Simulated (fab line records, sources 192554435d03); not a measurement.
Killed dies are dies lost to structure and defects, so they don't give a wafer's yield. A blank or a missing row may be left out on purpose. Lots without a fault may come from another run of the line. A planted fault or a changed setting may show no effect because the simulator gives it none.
Chamber matching | flow n5_finfet | N5_PMOS_HMC_CHANNEL_EPI_DESCUM_14 on rie_diel-02: 4 sister chambers
The step chemistry O2, time 7.9 s. 8 wafers are shown with their chamber, then 9 later ones without.

WAFERS WITH THEIR CHAMBER
wafer  | chamber | drypump_motor_current_A (A) | showerhead_plenum_p_Torr (Torr)
L078.1 | 1       | 5.6                         | 2.05
L080.6 | 1       | 5.6                         | 2.04
L082.5 | 2       | 6.1                         | 2.11
L087.1 | 0       | 5.1                         | 2.17
L087.6 | 0       | 5.1                         | 2.17
L091.1 | 2       | 6.1                         | 2.11
L091.2 | 3       | 5.7                         | 2.04
L091.4 | 3       | 5.6                         | 2.04

WAFERS WITHOUT THEIR CHAMBER
wafer  | drypump_motor_current_A (A) | showerhead_plenum_p_Torr (Torr)
L093.2 | 5.6                         | 2.04
L093.3 | 5.1                         | 2.17
L093.5 | 5.6                         | 2.04
L094.1 | 5.6                         | 2.04
L094.2 | 6.0                         | 2.11
L094.3 | 5.1                         | 2.17
L095.1 | 5.7                         | 2.03
L095.3 | 5.1                         | 2.17
L095.5 | 6.0                         | 2.11

WHICH CHAMBER EACH WENT THROUGH
wafer  | from the rows above     | in truth
L093.2 | can't be placed: 1 or 3 | 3
L093.3 | 0                       | 0
L093.5 | can't be placed: 1 or 3 | 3
L094.1 | can't be placed: 1 or 3 | 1
L094.2 | 2                       | 2
L094.3 | 0                       | 0
L095.1 | can't be placed: 3 or 1 | 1
L095.3 | 0                       | 0
L095.5 | 2                       | 2
Placed correctly: 5 of 9. Can't be placed from these rows: 4 (the true chamber is among the candidates in 4). Placed wrongly: 0.
How it was worked out, from the rows above alone: a wafer's distance from a chamber is the root of the sum, over the readings, of the square of ((its reading less the chamber's mean) divided by the reading's scatter). The wafer belongs to the nearest chamber; if the next one is less than 2 further off, it can't be placed. A chamber's mean is the mean of its shown wafers. The scatter: the root of (the sum of the squares of (reading less its chamber's mean) over the shown wafers, divided by (wafers less chambers)).
